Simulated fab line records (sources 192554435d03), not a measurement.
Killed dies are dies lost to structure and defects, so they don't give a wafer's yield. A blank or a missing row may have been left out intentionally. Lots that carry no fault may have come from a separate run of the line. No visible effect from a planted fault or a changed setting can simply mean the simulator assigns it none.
Split-lot trial    flow n5Finfet    on a route of 1938 steps: 7 lots, 21 wafers read

## THE SPLIT ITSELF
At N5_PASSIVATION_EXPOSE_07 (exposes mask TV, defocus 0 nm, target cd 3000 nm), the setting doseMj was moved away from the recipe's 22.75 on 6 of the 21 wafers read, by -5.8% to +7.1%. The other wafers ran this setting at the recipe's value.

## FROM THE SPLIT TO THE READING: what the file shows between them, 3 steps
- N5_PASSIVATION_PEB_08
- N5_PASSIVATION_DEVELOP_09: develop time 60 s
- N5_PASSIVATION_HARDBAKE_11: time 120 s

## THE READING
cdNm at N5_PASSIVATION_CD_MEAS_10, given in nm (cd target 3000 nm). Fault-free wafers of this fab line usually give 3000.1 nm, standard deviation 1.6 nm.

wafer   tool, chamber at the split  doseMj as run  against the recipe  cdNm, nm  against lot-mates on the recipe
L074.3  krfScanner-02, 0            22.75          recipe              3000.3    -
L074.5  krfScanner-02, 0            22.75          recipe              3000.3    -
L074.6  krfScanner-02, 0            22.75          recipe              2999.7    -
L076.2  krfScanner-02, 0            23.24          +2.2%               3007.9    +7.0
L076.4  krfScanner-02, 0            23.24          +2.2%               3006.7    +5.8
L076.5  krfScanner-02, 0            22.75          recipe              3000.9    -
L087.1  krfScanner-02, 0            22.75          recipe              3001.4    -
L087.5  krfScanner-02, 0            22.75          recipe              3000.5    -
L087.6  krfScanner-02, 0            22.75          recipe              3000.3    -
L088.1  krfScanner-02, 0            22.75          recipe              3001.3    -
L088.3  krfScanner-02, 0            22.75          recipe              3000.1    -
L088.6  krfScanner-02, 0            22.75          recipe              2998.8    -
L091.2  krfScanner-02, 0            22.75          recipe              2999.9    -
L091.3  krfScanner-02, 0            22.75          recipe              3000.4    -
L091.5  krfScanner-02, 0            24.12          +6.0%               3013.2    +13.0
L090.3  krfScanner-01, 0            24.37          +7.1%               3013.9    +15.0
L090.4  krfScanner-01, 0            22.75          recipe              2998.9    -
L090.6  krfScanner-01, 0            24.37          +7.1%               3014.0    +15.1
L092.3  krfScanner-01, 0            22.75          recipe              2998.8    -
L092.5  krfScanner-01, 0            22.75          recipe              3003.0    -
L092.6  krfScanner-01, 0            21.43          -5.8%               2988.8    -12.1

THE FIT
A straight line over all 21 wafers: cdNm changes by +2.02 nm for each +1% of doseMj; r = +0.98; the points scatter about the line by 1.3 nm.
The same after taking each lot's own level away (the mean of its wafers on the recipe; 21 wafers): +2.15 nm for each +1%; r = +0.99; scatter 1 nm.
Per that fit: largest doseMj move, reading shift of 15 nm.
The lots' own levels span 2998.90 to 3000.90 nm, that is 1.2 times the standard deviation above.
Hence the lot-to-lot level has little effect on the slope; both slopes agree.
Check: +15.6 nm against its lot-mates is what the line predicts for one of the wafers moved furthest among these (+7.1%) when that wafer is left out of the fit. Against them it came out at +15 nm.

## OTHER SPLITS APPLIED TO THESE WAFERS
These wafers also went through other splits before the reading. Each is held against what the fit with the lots' levels taken away leaves over:
other split on the same wafers    wafers away from the commonest value  r with cdNm (lot level and that fit taken away)
N5_BEOL_M13_TRENCH_ETCH_34 timeS  9                                     +0.37
N5_BEOL_M13_SPUTTER_44 timeS      5                                     +0.17
N5_BEOL_M15_COAT_04 spinRpm       8                                     -0.03
N5_PASSIVATION_PECVD_01 timeS     8                                     -0.57

## FILE'S OWN FIT
cdNm changes by +2.15 nm for each +1% of doseMj, r = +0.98.
